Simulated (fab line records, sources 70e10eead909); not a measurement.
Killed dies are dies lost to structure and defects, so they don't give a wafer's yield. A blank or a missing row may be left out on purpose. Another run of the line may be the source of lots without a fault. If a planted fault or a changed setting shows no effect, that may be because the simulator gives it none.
Chamber matching	flow nand-harc	NHARC_A_STAIRCASE_DEP_259 on pecvd-04: 3 sister chambers
The step deposits SiON, target thk 30 nm. 14 wafers are shown with their chamber, then 7 later ones without.

WAFERS PAIRED WITH THEIR CHAMBERS
wafer	chamber	heater-power-w (W)	susceptor-temp-C (C)
L077.1	0	621	400.03
L077.4	0	625	400.01
L077.5	1	604	399.51
L086.4	2	774	399.91
L086.5	0	628	400.11
L086.6	1	590	399.67
L088.1	0	683	399.86
L088.3	2	766	400.04
L088.6	2	767	400.19
L090.1	2	707	399.96
L090.3	1	667	399.98
L090.5	0	647	399.91
L092.3	1	630	399.92
L092.4	1	655	399.65

SIGNATURES (means of the wafers above)
reading	chamber 0	chamber 1	chamber 2	scatter within a chamber
heater-power-w	640.80	629.20	753.50	29.9
susceptor-temp-C	399.9840	399.7460	400.0250	0.148
Rule: for each reading, subtract the chamber's mean from the wafer's reading, divide by that reading's scatter and square the result; add these up over the readings and take the root, which gives the wafer's distance from the chamber. If the next closest chamber is less than 2 further off than the closest, the wafer can't be placed; otherwise it belongs to the closest. The scatter: the root of (the sum of the squares of (reading less its chamber's mean) over the shown wafers, divided by (wafers less chambers)).

WAFERS MISSING THEIR CHAMBER
wafer	heater-power-w (W)	susceptor-temp-C (C)
L092.6	683	399.90
L097.2	681	399.77
L097.4	669	399.88
L097.5	749	400.27
L096.2	711	400.28
L096.3	682	399.97
L096.5	554	399.91

CHAMBER TAKEN BY EACH
wafer	from the rows above	in truth
L092.6	can't be placed: 0 or 1 or 2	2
L097.2	can't be placed: 1 or 0 or 2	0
L097.4	can't be placed: 0 or 1 or 2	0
L097.5	2	2
L096.2	can't be placed: 2 or 0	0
L096.3	can't be placed: 0 or 1 or 2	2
L096.5	can't be placed: 1 or 0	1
1 of 7 placed correctly. Cannot be placed on the basis of these rows: 6; the candidates contain the true chamber in 6. Number placed wrongly: 0.
